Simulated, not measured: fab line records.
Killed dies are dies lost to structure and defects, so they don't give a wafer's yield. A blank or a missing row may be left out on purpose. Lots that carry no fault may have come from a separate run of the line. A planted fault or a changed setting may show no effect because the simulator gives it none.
Matching of chambers	flow nand harc	rie diel-13 running NHARC_A_STAIRCASE_TRIM_20: 4 sister chambers
The step chemistry O2, time 211.2 s. 8 wafers are shown with their chamber, then 10 later ones without.

EACH WAFER AND ITS CHAMBER
wafer	chamber	showerhead plenum p Torr (Torr)	drypump motor current A (A)
L083.5	0	3.63	5.9
L085.1	0	3.62	5.8
L085.2	3	3.54	5.9
L089.1	3	3.53	5.9
L089.4	1	3.60	5.9
L089.6	2	3.39	5.8
L090.1	1	3.60	5.9
L090.5	2	3.39	5.8

WAFERS WITH NO CHAMBER GIVEN
wafer	showerhead plenum p Torr (Torr)	drypump motor current A (A)
L090.6	3.53	5.9
L092.4	3.60	5.9
L092.5	3.60	6.0
L092.6	3.38	5.8
L095.2	3.59	6.0
L095.3	3.38	5.8
L095.6	3.38	5.8
L096.2	3.59	5.9
L096.4	3.52	5.9
L096.5	3.59	5.9

THE CHAMBER EACH PASSED THROUGH
wafer	from the rows above	in truth
L090.6	3	3
L092.4	1	1
L092.5	1	1
L092.6	2	2
L095.2	1	1
L095.3	2	2
L095.6	2	2
L096.2	1	1
L096.4	3	3
L096.5	1	1
Correct placement for 10 of the 10. Number that these rows cannot place: 0. 0 placed wrongly.
How it was worked out, from the rows above alone: a wafer's distance from a chamber is the root of the sum, over the readings, of the square of ((its reading less the chamber's mean) divided by the reading's scatter). If the next closest chamber is less than 2 further off than the closest, the wafer can't be placed; otherwise it belongs to the closest. Each chamber's mean is taken over the wafers shown for it. How the scatter is found: for the shown wafers, subtract from each reading the mean of its chamber, square and add these, divide the total by (wafers less chambers), then take the root.
